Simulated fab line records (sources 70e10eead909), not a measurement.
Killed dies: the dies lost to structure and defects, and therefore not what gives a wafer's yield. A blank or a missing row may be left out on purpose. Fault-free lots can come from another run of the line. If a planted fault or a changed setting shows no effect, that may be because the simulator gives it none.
Chamber matching -- flow nand_harc -- NHARC_A_CHANNEL_FILL_D1_CMP_10 on cmp-01 has 4 sister chambers
The step polishes, target thk 150 nm. 4 wafers are shown with their chamber, then 8 later ones without.

== WAFERS WITH THEIR CHAMBER ==
wafer,chamber,motor_current_A (A)
L083.5,2,14.0
L087.5,1,12.9
L087.6,0,13.5
L089.3,3,11.4

== WAFERS WHOSE CHAMBER IS MISSING ==
wafer,motor_current_A (A)
L089.5,13.6
L089.6,12.7
L095.1,13.2
L095.2,13.5
L095.3,12.6
L096.1,10.9
L096.2,13.1
L096.6,10.9

== WHICH CHAMBER EACH ONE RAN IN ==
wafer,from the rows above,in truth
L089.5,can't be placed: 0 or 2 or 1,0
L089.6,can't be placed: 1 or 0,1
L095.1,can't be placed: 1 or 0 or 2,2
L095.2,can't be placed: 0 or 2 or 1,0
L095.3,can't be placed: 1 or 0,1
L096.1,3,3
L096.2,can't be placed: 1 or 0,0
L096.6,3,3
Correctly placed: 2 of 8. Can't be placed from these rows: 6 (the true chamber is among the candidates in 6). 0 placed wrongly.
How it was worked out, from the rows above alone: a wafer's distance from a chamber is the root of the sum, over the readings, of the square of ((its reading less the chamber's mean) divided by the reading's scatter). The wafer belongs to the nearest chamber; if the next one is less than 2 further off, it can't be placed. A chamber's mean is the mean of its shown wafers. The scatter: with one shown wafer a chamber, the root of the mean of the squares of how far each hidden wafer lies from its nearest shown one.
